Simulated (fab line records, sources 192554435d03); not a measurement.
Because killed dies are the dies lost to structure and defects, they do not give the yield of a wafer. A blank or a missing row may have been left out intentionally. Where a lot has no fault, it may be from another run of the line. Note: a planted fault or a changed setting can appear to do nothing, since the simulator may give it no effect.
Code-filled problem report in 8D (eight disciplines) form || flow n5 finfet || the parts of the form that need people (team, actions taken, sign-off) are left out

## 1. WHAT IS WRONG
killed at contacts at N5_PASSIVATION_PROBE_49 reads a mean of 122 on 6 wafers of 2 lots; wafers without a fault read 12 with a standard deviation of 5.7. Measured from the usual mean, that is +19 standard deviations.
Earliest sighting: wafer L387.1 on prober-02 at day 14 20:45. The record holds 6 wafers of 2 lots with a number at this step. Rule for "out" (also "out of limits"): further than 4 standard deviations from the usual mean. The other wafers with a number count as sound.

## 2. WHAT IT IS, WHAT IT ISN'T
{"question": "which readings at this step", "is": "killed at contacts", "is not": "killed_at_M4_up, killed at front end, killed at other"}
{"question": "which lots", "is": "L387, L390", "is not": "-"}
{"question": "which wafers of those lots", "is": "all that have a number", "is not": "-"}
{"question": "read on which tools", "is": "prober-02", "is not": "-"}
{"question": "when", "is": "from day 14 20:45", "is not": "up to then (0 sound wafers)"}

## 3. WHAT RULES OUT EACH SUSPECT
Counting: a tool stays on the suspect list if, at a process step up to the reading, it processed all lots that are out and no sound lot following the first of them.
- wet bench-04 at N5_MOL_CONTACT_COAG_PRECLEAN_138 (cleans in alkaline clean, time 60 s): kept. It ran every lot that is out, first L387 (day 7 20:31), and no sound lot after that.
- pecvd-01 at N5_PASSIVATION_PECVD_01 (deposits SiNx from SiH4/NH3/N2, target thk 200 nm, time 43.2 s): kept. It ran every lot that is out, first L387 (day 14 13:49), and no sound lot after that.
- prober-02 at N5_PASSIVATION_PROBE_49: kept. It ran every lot that is out, first L387 (day 14 20:45), and no sound lot after that. On those wafers its own readings are out: killed at contacts.
After the count, these remain: wet bench-04 at N5_MOL_CONTACT_COAG_PRECLEAN_138, pecvd-01 at N5_PASSIVATION_PECVD_01 and prober-02 at N5_PASSIVATION_PROBE_49.

## 4. THE CAUSE (what the simulator had put in)
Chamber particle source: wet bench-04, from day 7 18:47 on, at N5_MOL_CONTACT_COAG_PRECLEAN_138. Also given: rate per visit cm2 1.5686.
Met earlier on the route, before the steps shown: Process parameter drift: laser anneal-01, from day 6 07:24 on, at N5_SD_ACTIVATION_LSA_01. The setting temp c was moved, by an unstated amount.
Of the 3 suspects that counting leaves, this tool is one.

## 5. THE EFFECT CHAIN, in route order
Each row: a reading where the mean over the struck wafers with a number is more than 3 standard deviations away from the usual. Readings are gone through only where the record gives a usual standard deviation; hours: the median, over the lots, of the time from a lot's start at the first step in this table giving one to that lot's start at this step; sigmas: the change measured in usual standard deviations.
{"hours": 0, "step": "N5_PASSIVATION_PROBE_49", "reading": "killed at contacts", "usual": 12, "on struck wafers": 122, "change": "+110", "sigmas": "+19"}
{"hours": 0, "step": "N5_PASSIVATION_PROBE_49", "reading": "killed dies", "usual": 105, "on struck wafers": 196, "change": "+91", "sigmas": "+5.0"}
Its process steps:
- N5_PASSIVATION_PROBE_49

## 6. WHAT WOULD HAVE CAUGHT IT SOONER
First out-of-limits reading in this record: day 14 20:45, which is 170 hours after fault onset at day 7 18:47.
The start of N5_MOL_CONTACT_COAG_PRECLEAN_138 on wet bench-04 came by day 14 20:45 for every one of the lots that are out (2). Holding the tool at that point would not have protected any of them.
